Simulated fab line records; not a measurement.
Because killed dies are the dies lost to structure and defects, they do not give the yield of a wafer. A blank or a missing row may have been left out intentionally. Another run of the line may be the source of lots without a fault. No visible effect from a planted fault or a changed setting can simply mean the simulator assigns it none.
The tool behind it: which one?    flow n5_finfet    12 lots, 36 wafers sampled, at 1 step of a route of 1938

## WHAT THE GAUGES READ, wafer by wafer
N5_MOL_CONTACT_COAG_THK_MEAS_53.
lot   measured      on             VIA_MOL_THK (nm)
L075  day 5 11:34   film_metro-02  43.4 44.2 43.4
L077  day 6 00:11   film_metro-02  43.7 45.4 44.4
L079  day 6 11:44   film_metro-02  43.6 44.4 43.5
L081  day 7 02:03   film_metro-01  44.5 42.6 45.1
L083  day 7 11:44   film_metro-02  43.7 44.9 44.4
L085  day 8 03:41   film_metro-02  43.8 43.9 44.1
L087  day 8 10:59   film_metro-01  44.3 44.9 44.6
L089  day 9 02:08   film_metro-01  43.6 44.0 44.6
L091  day 9 11:40   film_metro-01  43.0 44.2 43.5
L093  day 10 00:43  film_metro-01  43.7 44.5 44.8
L095  day 10 13:54  film_metro-02  45.0 44.8 44.6
L097  day 11 04:22  film_metro-02  43.5 43.9 44.6

## TOOL THAT RAN EACH LOT (tool first, then ch and the chambers of the sampled wafers, then the start)
There is no process step in the record ahead of these readings.

## THE ANSWER, worked out from the rows above alone
Rule: what is usual is taken from the lots themselves. The widest of any qualifying gaps counts: lots, ordered by their means at a reading, are off when they make up no more than a third of the lots, leave a main group of 4 or more, and stand apart from it by 3 or more times the standard deviation of that group's means. A main group whose means are all the same, to the digits that the tables above print for the reading, isn't used. Also off: a lot with no number at a reading for which 4 or more lots have one. Any other lot the step has rows for is counted as sound.
No lot is off at any reading shown: from this, nothing can be told.

## WHAT THE SIMULATOR HAD INSERTED
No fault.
